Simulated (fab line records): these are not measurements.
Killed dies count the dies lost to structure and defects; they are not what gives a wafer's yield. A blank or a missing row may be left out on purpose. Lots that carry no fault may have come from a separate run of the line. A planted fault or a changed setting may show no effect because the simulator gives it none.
fab line records	flow n5_finfet
[record] lots = 9	wafers = 27	last_day = 20
route steps=1938 shown BEOL_M4@1111 BEOL_M8@1355 PASSIVATION@1936
lots untouched by any fault: they come from a run of this same line in which no faults occurred
start_h: hours from the record's opening day to when the first of the lot's shown wafers began	wait_h: hours from the lot's prior step to this one	" identical to the entry in the row above	L1.1+2: a row that stands for several wafers	- no value, or no start was given	* or withheld: withheld	< > ~ a bound
route shown NAME@n: NAME is a module with steps in the file, n the number in the route of the first one	usual: the fault-free wafers' mean and standard deviation	same: alike in all rows	chamber/n: place in a boat	sites: each site's reading	_std_site: standard deviation of those values	_edge_site: mean of outer sites minus mean of inner sites	radius_mm: how far each site lies from the wafer's centre	mask NAME#n: copy n	behind: the last tool/chamber to shape the wafer	hold: reason for holding the lot/hours on hold/outcome of the hold	device: names the non-switching transistor (n, p or np)	end of line: tests of these same wafers at the route's end	step lacking rows: just its recipe	killed: the dies lost at the first sort to structure and to defects; this is not the yield of the wafer	map: a wafer's dies, marking killed ones x, the rest . and places with no die _
set.NAME: the setting as run; set.NAME@STEP: as run at that earlier step	model.NAME: the simulator's own value behind a step, which no gauge read
one table for each step of the route and one row for each wafer, over a sample of lots
services: the hour from which a tool's chamber was out of use, counted from the record's first day as start_h (under 0 if before that day), plus the number of hours and why
[[steps]]
[step N5_BEOL_M4_RC_MEAS_101]
[usual] DIBL_N = 36.0/1.9	DIBL_P = 35.6/2.2	IOFF_N = 0.15/0.031	IOFF_P = 0.19/0.032	ION_N = 668/11	ION_P = 455/7.2	SS_N = 71.5/0.65	SS_P = 73.4/0.64	VT_N = 251/3.6	VT_P = -253/3.3
lot.wafer	tool	chamber	start_h	wait_h	DIBL_N[mV/V]	DIBL_P[mV/V]	IOFF_N[nA/um]	IOFF_P[nA/um]	ION_N[uA/um]	ION_P[uA/um]	SS_N[mV/dec]	SS_P[mV/dec]	VT_N[mV]	VT_P[mV]
L981.3	prober-01	0	198.86	0.3	34.8	34.5	0.13	0.17	647	445	71.1	72.7	252	-253
L981.4	"	0	"	"	36.2	35.2	0.15	0.17	663	453	70.9	72.5	254	-253
L981.5	"	0	"	"	36.5	35.6	0.15	0.17	655	441	71.8	73.5	251	-254
L983.1	prober-01	0	215.89	0.0	34.7	34.5	0.14	0.19	665	458	70.7	72.5	252	-251
L983.4	"	0	"	"	40.0	38.0	0.23	0.25	681	457	72.7	74.4	249	-250
L983.5	"	0	"	"	37.7	36.0	0.18	0.22	669	465	71.5	74.2	249	-251
L982.1	prober-02	0	226.65	0.0	38.1	37.8	0.20	0.23	685	463	71.4	73.6	241	-249
L982.5	"	0	"	"	36.1	36.1	0.16	0.20	676	459	71.4	73.3	251	-253
L982.6	"	0	"	"	35.0	33.9	0.15	0.17	665	453	71.7	72.9	251	-254
L990.3	prober-02	0	292.35	0.3	33.7	31.6	0.12	0.15	657	449	70.3	73.2	254	-255
L990.4	"	0	"	"	33.0	31.3	0.12	0.15	653	451	70.8	72.9	254	-258
L990.6	"	0	"	"	34.4	33.1	0.13	0.17	658	456	70.9	73.0	253	-253
L999.1	prober-02	0	322.43	0.0	35.0	34.7	0.14	0.19	672	460	71.3	73.9	254	-254
L999.2	"	0	"	"	35.7	34.8	0.15	0.18	666	452	72.6	74.2	251	-253
L999.6	"	0	"	"	36.2	35.4	0.14	0.19	658	449	71.9	73.3	256	-252
L996.2	prober-01	0	322.82	0.2	38.0	36.6	0.17	0.21	677	463	70.9	74.0	249	-251
L996.4	"	0	"	"	36.8	34.7	0.14	0.18	666	459	71.3	73.7	248	-253
L996.6	"	0	"	"	38.8	37.1	0.18	0.21	683	461	72.0	73.4	248	-250
L998.1	prober-01	0	331.90	0.0	37.3	36.5	0.17	0.20	679	457	71.4	73.6	247	-251
L998.2	"	0	"	"	36.7	35.3	0.15	0.18	665	451	72.2	72.7	250	-253
L998.6	"	0	"	"	38.7	39.4	0.21	0.25	686	462	72.4	73.9	243	-251
L101.1	prober-02	0	333.71	0.0	33.1	33.5	0.11	0.13	662	444	70.6	72.9	259	-262
L101.2	"	0	"	"	34.7	35.8	0.13	0.16	666	443	71.6	73.6	255	-262
L101.4	"	0	"	"	34.6	37.0	0.14	0.17	665	449	71.9	74.3	252	-259
L102.1	prober-01	0	361.52	0.0	34.9	33.6	0.13	0.17	671	460	71.2	73.1	250	-252
L102.2	"	0	"	"	34.3	33.6	0.12	0.18	653	451	70.9	73.2	254	-253
L102.4	"	0	"	"	37.0	36.7	0.16	0.24	684	469	71.4	74.6	248	-246
[step N5_BEOL_M8_CD_MEAS_18]
[recipe] pitch_nm = 80	target_cd_nm = 40
[usual] cd_nm = 39.7/0.59
lot.wafer	tool	chamber	start_h	wait_h	cd_nm
L981.3	cd_sem-01	-	234.67	0.1	39.2
L981.4	"	-	"	"	39.5
L981.5	"	-	"	"	38.7
L983.1	cd_sem-01	-	249.77	0.0	40.2
L983.4	"	-	"	"	41.1
L983.5	"	-	"	"	40.3
L982.1	cd_sem-02	-	258.15	0.0	40.4
L982.5	"	-	"	"	39.8
L982.6	"	-	"	"	40.3
L990.3	cd_sem-02	-	323.10	0.1	39.1
L990.4	"	-	"	"	40.2
L990.6	"	-	"	"	39.5
L996.2	cd_sem-02	-	358.66	0.1	39.6
L996.4	"	-	"	"	40.0
L996.6	"	-	"	"	40.8
L999.1	cd_sem-01	-	358.70	0.0	40.6
L999.2	"	-	"	"	40.5
L999.6	"	-	"	"	40.4
L998.1	cd_sem-03	-	365.02	0.0	38.5
L998.2	"	-	"	"	39.9
L998.6	"	-	"	"	38.7
L101.1	cd_sem-03	-	368.67	0.1	40.2
L101.2	"	-	"	"	41.1
L101.4	"	-	"	"	39.5
L102.1	cd_sem-02	-	395.52	0.1	39.1
L102.2	"	-	"	"	40.6
L102.4	"	-	"	"	40.3
[step N5_BEOL_M8_TRENCH_ETCH_37]
[recipe] chemistry = C4F6/O2	target_depth_a = 934.78	target = SiCOH_lowk	time_s = 31.2	ion_energy_ev = 250	pressure_mtorr = 30	source_w = 345	bias_w = 185	Ar_flow_sccm = 300	C4F6_flow_sccm = 10	O2_flow_sccm = 10
[usual] C4F6_flow_sccm = 10.002/0.03	O2_flow_sccm = 10.001/0.029	bias_w = 185.0/0.48	drypump_motor_current_A = 5.6/0.35	oes_product_au = 0.82/0.081	rf_vpp_V = 664/16	showerhead_plenum_p_Torr = 2.91/0.065	throttle_valve_pct = 20.69/0.27
lot.wafer	tool	chamber	start_h	wait_h	C4F6_flow_sccm	O2_flow_sccm	bias_w	drypump_motor_current_A	oes_product_au	rf_hours_counter_h	rf_vpp_V	showerhead_plenum_p_Torr	throttle_valve_pct
L981.3	rie_diel-06	2	236.25	-	-	-	-	-	-	-	-	-	-
L981.4	"	0	"	"	-	-	-	-	-	-	-	-	-
L981.5	"	2	"	"	-	-	-	-	-	-	-	-	-
L983.1	rie_diel-01	1	251.91	-	-	-	-	-	-	-	-	-	-
L983.4	"	2	"	"	-	-	-	-	-	-	-	-	-
L983.5	"	2	"	"	-	-	-	-	-	-	-	-	-
L982.1	rie_diel-06	0	260.20	-	-	-	-	-	-	-	-	-	-
L982.5	"	1	"	"	-	-	-	-	-	-	-	-	-
L982.6	"	2	"	"	-	-	-	-	-	-	-	-	-
L990.3	rie_diel-01	2	326.29	-	10.005	10.024	185.2	5.9	0.77	115	653	2.95	20.54
L990.4	"	0	"	"	10.010	10.005	185.1	5.9	0.82	-	666	3.02	20.62
L990.6	"	3	"	"	9.983	9.991	185.2	5.2	0.83	-	645	2.89	20.76
L996.2	rie_diel-01	1	359.70	-	9.968	9.992	185.6	5.3	0.98	7	664	2.92	20.78
L996.4	"	1	"	"	10.011	9.980	185.2	5.3	0.98	-	666	2.92	20.78
L996.6	"	2	"	"	10.051	9.998	184.0	5.9	0.74	-	652	2.94	20.56
L999.1	rie_diel-04	0	361.49	-	10.019	10.028	184.8	6.1	0.85	86	674	2.87	20.46
L999.2	"	3	"	"	9.993	9.974	185.0	5.5	0.83	71	699	2.89	20.57
L999.6	"	3	"	"	10.001	10.033	185.1	5.5	0.82	-	699	2.89	20.59
L998.1	rie_diel-01	0	367.59	-	9.982	10.003	185.8	5.8	0.80	84	665	3.01	20.61
L998.2	"	2	"	"	9.998	9.962	185.1	5.9	0.75	131	652	2.94	20.57
L998.6	"	2	"	"	9.997	9.969	184.7	5.9	0.74	-	652	2.94	20.58
L101.1	rie_diel-01	3	370.57	-	9.957	10.035	185.1	5.2	0.81	97	645	2.88	20.77
L101.2	"	2	"	"	10.030	10.035	185.4	5.9	0.75	132	652	2.94	20.58
L101.4	"	1	"	"	10.008	10.001	184.1	5.3	0.96	10	666	2.92	20.78
L102.1	rie_diel-01	3	397.44	-	9.954	10.009	184.4	5.2	0.78	107	643	2.88	20.80
L102.2	"	0	"	"	9.992	10.003	184.4	5.9	0.79	95	666	3.01	20.62
L102.4	"	1	"	"	9.990	10.003	185.0	5.3	0.93	21	666	2.91	20.79
[step N5_BEOL_M8_STRIP_80]
[recipe] chemistry = N2/H2	time_s = 10	power_w = 450	temp_c = 40	pressure_mtorr = 20	rf_frequency_hz = 6e+07	bias_power_w = 7	n2_flow_sccm = 200	h2_flow_sccm = 200
[usual] drypump_motor_current_A = 5.6/0.35	oes_product_au = 0.82/0.08	rf_vpp_V = 59.4/0.84	showerhead_plenum_p_Torr = 2.59/0.065	throttle_valve_pct = 23.31/0.25
lot.wafer	tool	chamber	start_h	wait_h	drypump_motor_current_A	oes_product_au	rf_hours_counter_h	rf_vpp_V	showerhead_plenum_p_Torr	throttle_valve_pct
L981.3	rie_diel-06	2	-	-	5.6	0.93	10	58.7	2.61	23.34
L981.4	"	0	"	"	5.2	0.93	24	58.2	2.57	22.64
L981.5	"	2	"	"	5.7	0.94	-	60.9	2.60	23.36
L983.1	rie_diel-01	1	-	-	5.3	0.70	233	57.7	2.60	23.73
L983.4	"	2	"	"	5.9	0.79	91	59.4	2.68	23.29
L983.5	"	2	"	"	5.9	0.79	-	59.1	2.68	23.28
L982.1	rie_diel-06	0	-	-	5.2	0.92	31	60.2	2.56	22.66
L982.5	"	1	"	"	5.5	0.78	-	59.1	2.55	23.62
L982.6	"	2	"	"	5.6	0.91	-	60.4	2.60	23.37
L990.3	rie_diel-01	2	-	-	5.9	0.77	115	60.3	2.67	23.31
L990.4	"	0	"	"	5.9	0.84	-	60.2	2.67	23.16
L990.6	"	3	"	"	5.2	0.83	-	57.8	2.56	23.36
L996.2	rie_diel-01	1	-	-	5.3	0.97	7	60.1	2.59	23.40
L996.4	"	1	"	"	5.3	0.97	-	60.1	2.59	23.41
L996.6	"	2	"	"	5.9	0.76	-	59.6	2.66	23.32
L999.1	rie_diel-04	0	-	-	6.0	0.85	86	59.0	2.56	23.33
L999.2	"	3	"	"	5.5	0.82	72	59.9	2.55	23.04
L999.6	"	3	"	"	5.5	0.82	-	60.3	2.55	23.01
L998.1	rie_diel-01	0	-	-	5.9	0.81	84	60.5	2.67	23.17
L998.2	"	2	"	"	6.0	0.75	131	59.1	2.66	23.35
L998.6	"	2	"	"	5.9	0.74	-	60.6	2.66	23.35
L101.1	rie_diel-01	3	-	-	5.2	0.81	97	59.5	2.55	23.38
L101.2	"	2	"	"	6.0	0.75	132	58.9	2.66	23.35
L101.4	"	1	"	"	5.3	0.96	10	57.7	2.59	23.39
L102.1	rie_diel-01	3	-	-	5.3	0.80	107	60.5	2.55	23.38
L102.2	"	0	"	"	5.9	0.80	95	60.2	2.66	23.19
L102.4	"	1	"	"	5.3	0.93	21	59.0	2.58	23.42
[step N5_BEOL_M8_OCD_MEAS_38]
[usual] trench_depth_nm = 93.4/1.8
lot.wafer	tool	chamber	start_h	wait_h	trench_depth_nm
L981.3	ocd-01	-	236.41	-	0
L981.4	"	-	"	"	0
L981.5	"	-	"	"	0.4
L983.1	ocd-01	-	252.06	-	0
L983.4	"	-	"	"	0.2
L983.5	"	-	"	"	0
L982.1	ocd-02	-	260.36	-	0
L982.5	"	-	"	"	0
L982.6	"	-	"	"	0
L990.3	ocd-02	-	326.45	-	92.4
L990.4	"	-	"	"	93.5
L990.6	"	-	"	"	96.1
L996.2	ocd-02	-	359.85	-	95.7
L996.4	"	-	"	"	95.5
L996.6	"	-	"	"	90.7
L999.1	ocd-01	-	361.65	-	95.4
L999.2	"	-	"	"	95.6
L999.6	"	-	"	"	95.6
L998.1	ocd-02	-	367.75	-	92.8
L998.2	"	-	"	"	91.1
L998.6	"	-	"	"	90.4
L101.1	ocd-01	-	370.73	-	95.3
L101.2	"	-	"	"	91.5
L101.4	"	-	"	"	95.6
L102.1	ocd-02	-	397.59	-	93.3
L102.2	"	-	"	"	90.9
L102.4	"	-	"	"	93.3
[step N5_BEOL_M8_ALD_77]
[recipe] material = TaN	target_thk_a = 20	temp_c = 275	ald_precursor_family = PDMAT	ald_co_reactant = NH3	pressure_torr = 3	carrier_flow_sccm = 1500	pulse_time_s = 2	purge_time_s = 3	co_reactant_purge_time_s = 2	co_reactant_pulse_time_s = 3	ald_cycles = 40	precursor_vessel_temp_c = 75	precursor_vessel_pressure_torr = 26.25	precursor_vessel_carrier_sccm = 1000
[usual] heater_power_w = 419/39
[same] co_reactant_pulse_time_s = 3
lot.wafer	tool	chamber	start_h	wait_h	heater_power_w
L981.3	ald_metal-04	0	237.34	0.0	422
L981.4	"	1	"	"	440
L981.5	"	3	"	"	459
L983.1	ald_metal-01	2	252.79	0.1	431
L983.4	"	0	"	"	350
L983.5	"	2	"	"	429
L982.1	ald_metal-02	3	261.32	0.0	478
L982.5	"	0	"	"	446
L982.6	"	3	"	"	473
L990.3	ald_metal-04	1	327.40	0.2	431
L990.4	"	1	"	"	431
L990.6	"	0	"	"	418
L996.2	ald_metal-01	0	361.21	0.1	350
L996.4	"	3	"	"	423
L996.6	"	2	"	"	424
L999.1	ald_metal-04	0	362.88	0.2	413
L999.2	"	1	"	"	455
L999.6	"	1	"	"	436
L998.1	ald_metal-04	1	368.72	0.1	437
L998.2	"	0	"	"	430
L998.6	"	3	"	"	458
L101.1	ald_metal-02	1	371.80	0.1	374
L101.2	"	3	"	"	468
L101.4	"	0	"	"	426
L102.1	ald_metal-04	1	398.39	0.0	436
L102.2	"	3	"	"	463
L102.4	"	0	"	"	415
[step N5_PASSIVATION_PROBE_49]
[usual] defect_limited_yield = 91.3/1.4	killed_at_M0_to_M3 = 34/10	killed_at_M4_up = 14/5.5	killed_at_contacts = 12/6	killed_at_front_end = 40/10	killed_at_other = 3.0/2.4	killed_dies = 103/17	killed_on_rim = 13/4.3	killed_open = 68/13	killed_short = 34/7.8	sort_bin_5_function = 5.1/0.97	sort_bin_6_memory = 3.3/0.66	sort_bin_8_speed = 0.02/0.12	sort_n_pass = 1077/17	sort_yield_pct = 91.2/1.4
[same] gross_dies = 1180	killed_at_back_side = 0	sort_bin_4_leakage[%] = 0
lot.wafer	tool	chamber	start_h	wait_h	defect_limited_yield[%]	killed_at_M0_to_M3	killed_at_M4_up	killed_at_contacts	killed_at_front_end	killed_at_other	killed_dies	killed_on_rim	killed_open	killed_short	sort_bin_5_function[%]	sort_bin_6_memory[%]	sort_bin_8_speed[%]	sort_n_pass	sort_yield_pct[%]
L981.3	prober-01	-	298.15	0.1	0	50	1081	10	38	1	1180	152	72	35	96.1	3.5	0	0	0
L981.4	prober-01	-	298.20	0.2	0	32	1098	9	40	1	1180	152	69	27	97.2	2.5	0	0	0
L981.5	prober-01	-	298.25	0.2	0	31	1104	6	38	1	1180	152	51	36	96.6	3.1	0	0	0
L983.1	prober-01	-	315.66	0.0	0	40	1090	17	30	3	1180	152	71	27	96.4	3.6	0	0	0
L983.4	prober-01	-	315.81	0.2	0	66	1047	16	46	5	1180	152	101	49	95.1	4.7	0	0	0
L983.5	prober-01	-	315.86	0.2	0	59	1071	17	30	3	1180	152	91	42	96.7	3.0	0	0	0
L982.1	prober-02	-	323.36	0.4	0	26	1120	9	25	0	1180	152	57	32	95.8	3.6	0	0	0
L982.5	prober-02	-	323.56	0.6	0	45	1067	12	50	6	1180	152	85	37	95.6	4.3	0	0	0
L982.6	prober-02	-	323.61	0.7	0	39	1067	6	65	3	1180	152	86	45	95.0	4.4	0	0	0
L990.3	prober-01	-	399.67	0.1	92.1	25	8	22	38	0	93	8	71	20	5.0	2.6	0	1087	92.1
L990.4	prober-01	-	399.72	0.2	93.0	24	8	10	41	0	83	13	54	29	4.2	2.5	0	1097	93.0
L990.6	prober-01	-	399.82	0.3	89.7	31	12	26	50	2	121	15	82	38	6.5	3.1	0	1059	89.7
// killed by level:class
L981.3 BEOL_M8:area_etch=1073 BEOL_M0_SAQP:geometric_particle:short=13 BEOL_M0_SAQP:geometric_particle:open=13 MOL_CONTACT_COAG:geometric_particle:open=10 BEOL_M1:geometric_particle:open=9 BEOL_M3:geometric_particle:open=9 FIN_SAQP:geometric_particle:open=6 STI_FIN_REVEAL:geometric_particle:open=5
L981.4 BEOL_M8:area_etch=1083 DUMMY_GATE:geometric_particle:open=14 BEOL_M1:geometric_particle:open=9 FIN_SAQP:geometric_particle:open=7 BEOL_M0_SAQP:geometric_particle:open=7 FIN_SAQP:geometric_particle:short=6 MOL_CONTACT_COAG:geometric_particle:open=6 BEOL_M0_SAQP:geometric_particle:short=5
L981.5 BEOL_M8:area_etch=1093 FIN_SAQP:geometric_particle:short=9 BEOL_M0_SAQP:geometric_particle:short=8 BEOL_M3:geometric_particle:open=8 BEOL_M0_SAQP:geometric_particle:open=6 FIN_SAQP:geometric_particle:open=5 MOL_CONTACT_COAG:geometric_particle:open=5 STI_FIN_REVEAL:geometric_particle:open=4
L983.1 BEOL_M8:area_etch=1082 MOL_CONTACT_COAG:geometric_particle:open=13 BEOL_M2:geometric_particle:open=10 BEOL_M1:geometric_particle:open=8 BEOL_M3:geometric_particle:open=7 BEOL_M0_SAQP:geometric_particle:short=5 STI_FIN_REVEAL:geometric_particle:open=4 GATE_CUT:geometric_particle:short=4
L983.4 BEOL_M8:area_etch=1030 BEOL_M0_SAQP:geometric_particle:short=21 STI_FIN_REVEAL:geometric_particle:open=18 BEOL_M2:geometric_particle:open=14 MOL_CONTACT_COAG:geometric_particle:open=10 BEOL_M3:geometric_particle:open=8 MOL_CONTACT_COAG:geometric_particle:short=6 BEOL_M0_SAQP:geometric_particle:open=6
L983.5 BEOL_M8:area_etch=1046 BEOL_M0_SAQP:geometric_particle:open=14 MOL_CONTACT_COAG:geometric_particle:open=13 BEOL_M1:geometric_particle:open=12 BEOL_M0_SAQP:geometric_particle:short=9 BEOL_M3:geometric_particle:open=8 FIN_SAQP:geometric_particle:short=6 BEOL_M2:geometric_particle:open=6
L982.1 BEOL_M8:area_etch=1089 BEOL_M4:geometric_particle:open=12 BEOL_M0:geometric_particle:short=8 BEOL_M5:geometric_particle:open=8 GATE_CUT:geometric_particle:short=7 BEOL_M1:geometric_particle:open=7 MOL_CONTACT_COAG:geometric_particle:open=6 BEOL_M2:geometric_particle:open=5
L982.5 BEOL_M8:area_etch=1058 STI_FIN_REVEAL:geometric_particle:open=17 BEOL_M2:geometric_particle:open=15 MOL_CONTACT_COAG:geometric_particle:open=10 BEOL_M3:geometric_particle:open=9 FIN_SAQP:geometric_particle:open=8 BEOL_M0:geometric_particle:short=6 FIN_SAQP:geometric_particle:short=5
L982.6 BEOL_M8:area_etch=1047 FIN_SAQP:geometric_particle:open=17 STI_FIN_REVEAL:geometric_particle:open=13 FIN_SAQP:geometric_particle:short=10 BEOL_M3:geometric_particle:open=10 BEOL_M0:geometric_particle:short=7 BEOL_M4:geometric_particle:open=7 GATE_CUT:geometric_particle:short=6
L990.3 MOL_CONTACT_COAG:geometric_particle:open=17 STI_FIN_REVEAL:geometric_particle:open=12 FIN_SAQP:geometric_particle:open=8 BEOL_M1:geometric_particle:open=7 BEOL_M3:geometric_particle:open=5 DUMMY_GATE:geometric_particle:open=4 MOL_CONTACT_COAG:geometric_particle:short=4 BEOL_M0_SAQP:geometric_particle:short=4
L990.4 STI_FIN_REVEAL:geometric_particle:open=11 FIN_SAQP:geometric_particle:open=9 MOL_CONTACT_COAG:geometric_particle:open=8 BEOL_M1:geometric_particle:open=7 STARTING-WAFER:geometric_particle:short=6 BEOL_M0_SAQP:geometric_particle:short=4 BEOL_M2:geometric_particle:open=4 BEOL_M8:geometric_particle:open=4
L990.6 MOL_CONTACT_COAG:geometric_particle:open=22 FIN_SAQP:geometric_particle:open=11 BEOL_M0_SAQP:geometric_particle:short=8 BEOL_M1:geometric_particle:open=8 GATE_CUT:geometric_particle:short=7 BEOL_M0_SAQP:geometric_particle:open=5 STARTING-WAFER:geometric_particle:open=5 FIN_SAQP:geometric_particle:short=4
[[services]]
tool	chamber	start_h	hours	kind
ald_metal-02	2	212.41	186.2	repair
ald_metal-04	0	220.13	4.8	repair
ald_metal-04	-	222.03	1.1	repair
ald_metal-02	3	226.62	7.0	repair
rie_diel-01	-	252.18	2.8	pm
rie_diel-06	3	304.55	-	clean
rie_diel-06	3	304.55	-	consumable_replace:focus_ring
rie_diel-06	3	304.55	-	consumable_replace:showerhead
rie_diel-06	3	304.55	15.0	scheduled_down
rie_diel-06	3	304.55	15.0	vent_cycle
rie_diel-01	1	310.65	-	clean
rie_diel-01	1	310.65	-	consumable_replace:focus_ring
rie_diel-01	1	310.65	29.0	scheduled_down
rie_diel-01	1	310.65	29.0	vent_cycle
ald_metal-04	2	311.79	21.3	repair
rie_diel-04	2	335.54	-	clean
rie_diel-04	2	335.54	-	consumable_replace:focus_ring
rie_diel-04	2	335.54	23.7	scheduled_down
rie_diel-04	2	335.54	23.7	vent_cycle
ald_metal-02	-	337.43	14.0	pm
rie_diel-04	1	338.83	3.5	repair
rie_diel-06	1	354.22	10.2	repair
rie_diel-01	0	354.91	5.7	repair
ald_metal-02	-	393.11	0.4	repair
[[key]]
[first_sign] step = N5_BEOL_M8_TRENCH_ETCH_37	reading = tool_record	direction = missing
[effect] step = N5_BEOL_M8_OCD_MEAS_38	reading = trench_depth_nm	direction = down	sigmas = 51	usual = 93.4	struck = 0.1
[effect] step = N5_PASSIVATION_PROBE_49	reading = killed_at_M4_up	direction = up	sigmas = 99+	usual = 14	struck = 1083
[more_kills_born_at] N5_BEOL_M8_TRENCH_ETCH_37@rie_diel-06 = 6443	N5_BEOL_M8_TRENCH_ETCH_37@rie_diel-01 = 3158
met_at N5_BEOL_M8_TRENCH_ETCH_37
struck_lots L981,L982,L983
later_rows_left_out L981.3,L981.4,L981.5,L982.1,L982.5,L982.6,L983.1,L983.4,L983.5
not_acting_at N5_BEOL_M8_CD_MEAS_18,N5_BEOL_M8_STRIP_80,N5_BEOL_M8_ALD_77
[fault] kind = skipped_step_whole	tool = rie_diel-01,rie_diel-06	chamber = -	onset_h = 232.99	steps = N5_BEOL_M8_TRENCH_ETCH_37	scope = struck_lots_only
// later_rows_left_out: the simulator's readings of these wafers behind a module that went badly wrong aren't trusted and aren't shown, but for the sort
